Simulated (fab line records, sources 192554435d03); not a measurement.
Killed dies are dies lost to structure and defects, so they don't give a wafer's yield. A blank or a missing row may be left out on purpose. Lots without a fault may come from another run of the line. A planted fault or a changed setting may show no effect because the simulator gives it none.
Problem report in the 8D (eight disciplines) form, filled by code | flow n5_finfet | the parts of the form that need people (team, actions taken, sign-off) are left out

1. THE PROBLEM
power_w at N5_HKMG_FIN_STRIP_90 reads a mean of 454.5 W on 2 wafers of 2 lots; wafers without a fault read 499.9 W with a standard deviation of 1.4. That is -32 standard deviations from the usual mean.
The step: strips SOC in N2/H2, time 20 s.
First seen on wafer L206.6, day 6 09:13, on rie_diel-05. The record holds 27 wafers of 9 lots with a number at this step. Rule for "out", or "out of limits": more than 4 standard deviations from the usual mean. The other wafers with a number count as sound.

2. WHAT IT IS AND WHAT IT IS NOT
question                    | is               | is not
which readings at this step | power_w          | drypump_motor_current_A, oes_product_au, rf_vpp_V, showerhead_plenum_p_Torr, throttle_valve_pct
which lots                  | L206, L207       | L201, L208, L215, L217, L218, L220, L221
which wafers of those lots  | L206.6, L207.4   | L206.2, L206.3, L207.3, L207.5
read on which tools         | rie_diel-05      | rie_diel-01, rie_diel-06
when                        | from day 6 09:13 | up to then (5 sound wafers); but 20 sound wafers of L207, L208, L215, L217, L218, L220, L221 came after

3. SUSPECTS, AND WHAT RULES EACH OUT
Counting: a tool at a process step up to the reading stays a suspect if it ran every lot that is out. Sound lots after the first of them don't rule it out here, since some wafers of a struck lot are sound.
- rie_diel-05 at N5_HKMG_FIN_STRIP_90 (strips SOC in N2/H2, time 20 s): kept. It ran every lot that is out, first L206 (day 6 09:13). Its own readings are out on those wafers: power_w.
- Within rie_diel-05 at N5_HKMG_FIN_STRIP_90: the wafers that are out ran in chamber 0; their sound lot-mates ran in chambers 1, 2, 3.
Left after counting: rie_diel-05 at N5_HKMG_FIN_STRIP_90.

4. THE CAUSE (what the simulator had put in)
Process parameter drift: rie_diel-05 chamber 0, from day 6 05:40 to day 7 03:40, at N5_HKMG_FIN_STRIP_90. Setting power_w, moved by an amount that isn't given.
Counting left only this tool.

5. THE CHAIN OF EFFECTS, in route order
Each row: a reading whose mean over the struck wafers that have a number lies more than 3 standard deviations from the usual. Only readings for which the record gives a usual standard deviation are gone through. hours: the time from each lot's start at the first step in this table that gives one to its start at this step, as a median over the lots. sigmas: the change in usual standard deviations.
hours | step                 | reading | usual   | on struck wafers | change | sigmas
0     | N5_HKMG_FIN_STRIP_90 | power_w | 499.9 W | 454.5            | -45.4  | -32
The process steps in it:
- N5_HKMG_FIN_STRIP_90: strips SOC in N2/H2, time 20 s.
Later measuring or inspecting steps at which every struck wafer that the step has a row for has a number for every such reading, and none has moved that far: N5_BEOL_M4_RC_MEAS_101.

6. WHAT WOULD HAVE CAUGHT IT SOONER
In this record the first reading out of limits was taken at day 6 09:13, 4 hours after the fault began at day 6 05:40.
